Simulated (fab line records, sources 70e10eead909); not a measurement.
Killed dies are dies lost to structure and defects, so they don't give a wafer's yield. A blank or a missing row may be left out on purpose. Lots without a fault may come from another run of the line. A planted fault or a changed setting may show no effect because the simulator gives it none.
A struck lot beside a sound one | flow nand_harc | 29 steps out of a route of 1302
Sound: wafers L807.2, L807.3, L807.5. Struck: wafers L821.3, L821.4, L821.6. The cause comes at the end.
At each step with rows: each side's tool, then ch and its chambers, then its first start. Under that, the readings that differ: sound wafers | struck wafers | difference of the means | sigmas: that difference in standard deviations of wafers without a fault.
alike: readings whose means differ by less than 2 such deviations, and words and numbers that are the same on both sides. not compared: withheld readings, readings that some wafer has no value for, bounds like >300 that may hide the same value, and numbers for which the record gives no deviation and whose values overlap.
The two part at a step that has a row with sigmas, a row that says differs or no value, or rows on one side only. Numbers that don't overlap but have no deviation are shown without sigmas and don't part them. A reading that every wafer of one side lacks parts them only if that side has two wafers or more.

first, 12 steps without rows for these wafers: NHARC_P_STI_ETCH_26 (etches SiO2 in dHF, target depth 11 nm); NHARC_P_STI_PRECLEAN_27 (cleans in SC1); NHARC_P_STI_SRD_28; NHARC_P_STI_OXIDE_29 (material SiO2, target thk 10 nm, ox time 1362 s); NHARC_P_STI_HM_DEP_30 (deposits Si3N4, target thk 80 nm, time 873 s); NHARC_P_STI_DEHYDRATE_01 (time 120 s); NHARC_P_STI_HMDS_02 (time 30 s); NHARC_P_STI_COAT_41 (time 65 s); NHARC_P_STI_COAT_03 (resist thk 600 nm); NHARC_P_STI_SOFTBAKE_04 (time 70 s); NHARC_P_STI_EBR_05; NHARC_P_STI_EXPOSE_06 (exposes mask P STI, target cd 200 nm).
NHARC_P_STI_PEB_07: peb time 80 s.
  sound on litho_track-07 ch 0, day 3 05:22; struck on litho_track-03 ch 0, day 9 00:17
  reading                  | sound             | struck            | difference | sigmas
  heater_power_total_W (W) | 190.9 190.7 190.0 | 494.0 492.2 487.2 | +300.6     | +99 or more
  alike: exhaust_pa
then, 1 step without rows for these wafers: NHARC_P_STI_DEVELOP_08 (time 50 s).
NHARC_P_STI_CD_MEAS_09: target cd 200 nm.
  sound on cd_sem-02 ch 0, day 3 05:27; struck on cd_sem-02 ch 0, day 9 00:23
  reading    | sound             | struck         | difference | sigmas
  cd_nm (nm) | 202.4 200.4 201.5 | 65.6 69.2 67.5 | -134.0     | -79
NHARC_P_STI_OVL_MEAS_10:
  sound on overlay-01, day 3 05:32; struck on overlay-01, day 9 00:28
  reading           | sound     | struck   | difference | sigmas
  overlay_x_nm (nm) | 1 2 1     | 14 15 15 | +13        | +2
  overlay_y_nm (nm) | -9 -9 -10 | 2 3 3    | +12        | +3
NHARC_P_STI_INSPECT_11:
  sound on defect_inspect-01, day 3 05:34; struck on defect_inspect-01, day 9 00:30
  alike: raw_defect_count
then, 1 step without rows for these wafers: NHARC_P_STI_HARDBAKE_13 (time 65 s).
NHARC_P_STI_DESCUM_14: chemistry O2, time 3 s.
  sound on rie_diel-08 ch 1,3, day 3 05:43; struck on rie_diel-12 ch 0,2,3, day 9 00:38
  reading                | sound             | struck            | difference | sigmas
  model.P_STI.cd_nm (nm) | 202.2 200.2 201.9 | 65.85 68.43 67.57 | -134.15    |
  alike: drypump_motor_current_A, oes_product_au, rf_vpp_V, showerhead_plenum_p_Torr, throttle_valve_pct
  not compared: rf_hours_counter_h
NHARC_P_STI_ETCH_42: etches the open film in N2/H2, target depth 80 nm, overetch 24 nm, time 61 s.
  sound on rie_diel-08 ch 1,2, day 3 05:47; struck on rie_diel-12 ch 0,2, day 9 00:43
  alike: drypump_motor_current_A, oes_product_au, rf_vpp_V, showerhead_plenum_p_Torr, throttle_valve_pct
  not compared: rf_hours_counter_h
NHARC_P_STI_ETCH_31: etches the open film in CF4/CHF3, target depth 108.9 nm, time 54.5 s.
  sound on rie_diel-08 ch 1,2; struck on rie_diel-12 ch 2,3
  alike: cf4_flow_sccm, drypump_motor_current_A, oes_product_au, rf_vpp_V, showerhead_plenum_p_Torr, throttle_valve_pct
  not compared: rf_hours_counter_h
NHARC_P_STI_ETCH_15: etches the open film in HBr/Cl2, target depth 300 nm, time 100.1 s.
  sound on rie_si-02 ch 0,2, day 3 05:59; struck on rie_si-02 ch 1,2, day 9 00:55
  reading                | sound           | struck           | difference | sigmas
  model.P_STI.cd_nm (nm) | 201 199.8 200.9 | 64.4 68.25 66.16 | -134.3     |
  alike: drypump_motor_current_A, oes_product_au, throttle_valve_pct
  not compared: rf_hours_counter_h
NHARC_P_STI_CD_MEAS_16:
  sound on cd_sem-02, day 3 06:08; struck on cd_sem-01, day 9 01:05
  reading    | sound             | struck         | difference | sigmas
  cd_nm (nm) | 201.1 200.0 201.0 | 64.3 68.3 66.1 | -134.5     | -75
NHARC_P_STI_OCD_MEAS_17:
  sound on ocd-02, day 3 06:14; struck on ocd-01, day 9 01:10
  reading                | sound             | struck         | difference | sigmas
  trench_foot_cd_nm (nm) | 160.3 157.5 160.1 | 25.3 25.9 26.4 | -133.4     | -70
then, 3 steps without rows for these wafers: NHARC_P_STI_STRIP_19 (strips in SPM, time 900 s); NHARC_P_STI_PRECLEAN_32 (cleans in SC1); NHARC_P_STI_SRD_23.
NHARC_P_STI_OCD_MEAS_43:
  sound on ocd-01, day 3 06:44; struck on ocd-02, day 9 01:40
  reading                | sound             | struck         | difference | sigmas
  trench_foot_cd_nm (nm) | 160.6 157.9 159.5 | 24.9 27.0 26.6 | -133.2     | -74
then, 1 step without rows for these wafers: NHARC_P_STI_OXIDE_33 (material SiO2, target thk 10 nm, ox time 281 s).

WHERE THEY PART
First at NHARC_P_STI_PEB_07; last, within this record, at NHARC_P_STI_OCD_MEAS_43.

WHY: what the simulator had put in
Process parameter drift: litho_track-03, from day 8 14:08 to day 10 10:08, at NHARC_P_STI_PEB_07. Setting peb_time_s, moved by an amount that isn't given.
